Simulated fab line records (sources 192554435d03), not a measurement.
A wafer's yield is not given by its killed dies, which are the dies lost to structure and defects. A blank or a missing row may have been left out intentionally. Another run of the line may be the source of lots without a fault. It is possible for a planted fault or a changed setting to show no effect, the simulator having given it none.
Matching of chambers    flow n5 finfet    N5_BEOL_M4_ILD_DEP_00 on pecvd-04 has 3 sister chambers
The step deposits SiOC from DEMS/O2, target thk 79 nm, time 15.3 s. 3 wafers are shown with their chamber, then 7 later ones without.

## WAFERS PAIRED WITH THEIR CHAMBERS
wafer   chamber  heater power w (W)
L086.5  0        373
L089.2  2        632
L089.3  1        520

## WAFERS WITHOUT THEIR CHAMBER
wafer   heater power w (W)
L089.5  316
L095.2  364
L095.5  608
L095.6  345
L097.2  524
L097.3  604
L097.5  599

## EACH ONE'S CHAMBER
wafer    from the rows above       in truth
L089.5   0                         0
L095.2   0                         0
L095.5   2                         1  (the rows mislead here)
L095.6   0                         0
L097.2   1                         1
L097.3   can't be placed: 2 or 1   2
L097.5   can't be placed: 2 or 1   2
Correct placement for 4 of the 7. Can't be placed from these rows: 2 (the true chamber is among the candidates in 2). Number placed wrongly: 1.
How it was worked out, from the rows above alone: a wafer's distance from a chamber is the root of the sum, over the readings, of the square of ((its reading less the chamber's mean) divided by the reading's scatter). If the next closest chamber is less than 2 further off than the closest, the wafer can't be placed; otherwise it belongs to the closest. A chamber's mean is the mean of its shown wafers. The scatter (one wafer shown for each chamber): square how far every hidden wafer sits from the nearest shown wafer, average those squares and take the square root.
